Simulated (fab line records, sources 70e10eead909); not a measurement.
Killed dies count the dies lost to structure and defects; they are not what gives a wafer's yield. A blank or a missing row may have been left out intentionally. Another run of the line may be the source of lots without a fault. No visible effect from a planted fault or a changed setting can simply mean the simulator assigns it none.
Which of the tools did it? | flow nand harc | 18 wafers from 6 lots sampled at 3 of the route's 1302 steps

## WHAT EACH GAUGE READ, for each wafer
NHARC_P_GATE_CD_MEAS_26 targets a cd of 120 nm.
lot  | measured     | on        | cd nm (nm)
L568 | day 5 11:21  | cd sem-02 | 120.1 120.5 121.2
L572 | day 7 07:13  | cd sem-02 | 120.2 119.7 119.6
L574 | day 8 06:14  | cd sem-02 | 119.5 121.1 119.8
L576 | day 8 21:42  | cd sem-02 | 120.9 120.1 120.0
L579 | day 9 22:17  | cd sem-03 | 120.2 120.8 118.6
L581 | day 11 02:32 | cd sem-02 | 110.3 111.0 112.3

## TOOL THAT RAN EACH LOT (tool first, then ch and the chambers of the sampled wafers, then the start)
lot  | NHARC_P_STI_CMP_21           | NHARC_P_GATE_EXPOSE_23
L568 | cmp-04 ch 1,2,3, day 4 00:07 | arfi scanner-01 ch 0, day 5 11:13
L572 | cmp-02 ch 0,1,2, day 5 21:18 | arfi scanner-01 ch 0, day 7 07:04
L574 | cmp-04 ch 1,3, day 6 21:09   | arfi scanner-03 ch 0, day 8 06:05
L576 | cmp-03 ch 1,3, day 7 10:08   | arfi scanner-02 ch 0, day 8 21:34
L579 | cmp-03 ch 0,1,2, day 8 12:05 | arfi scanner-01 ch 0, day 9 22:08
L581 | cmp-02 ch 1,2,3, day 9 15:24 | arfi scanner-02 ch 0, day 11 02:24
- NHARC_P_STI_CMP_21: polishes, t overpolish 20 s, target thk 380.67 nm.
- NHARC_P_GATE_EXPOSE_23: exposes mask P GATE, target cd 120 nm.

## THE ANSWER, worked out from the rows above alone
Rule: what is usual is taken from the lots themselves. Put in order of their means at a reading, lots are off if they are a third of the lots or fewer, leave a main group of 4 or more, and stand apart from it by a gap of 3 or more times the standard deviation of the main group's means; of several such gaps the widest counts. If all means in a main group match to the digits the tables above print for the reading, that group is not used. A lot without any number at a reading at which 4 lots or more have one is off too. All remaining lots with rows at the step are treated as sound.
Off: L581 (NHARC_P_GATE_CD_MEAS_26, cd nm). The main group has a mean of 120.2 nm with a standard deviation of 0.29.
If a tool, at a process step before that reading, ran all the lots that are off and no sound lot after the first of them, it fits. The gauges at NHARC_P_GATE_CD_MEAS_26 are tried like those tools. Can't be told from this: 3 tools fit, cmp-02 at NHARC_P_STI_CMP_21, arfi scanner-02 at NHARC_P_GATE_EXPOSE_23, cd sem-02 at NHARC_P_GATE_CD_MEAS_26.

## WHAT THE SIMULATOR HAD INSERTED
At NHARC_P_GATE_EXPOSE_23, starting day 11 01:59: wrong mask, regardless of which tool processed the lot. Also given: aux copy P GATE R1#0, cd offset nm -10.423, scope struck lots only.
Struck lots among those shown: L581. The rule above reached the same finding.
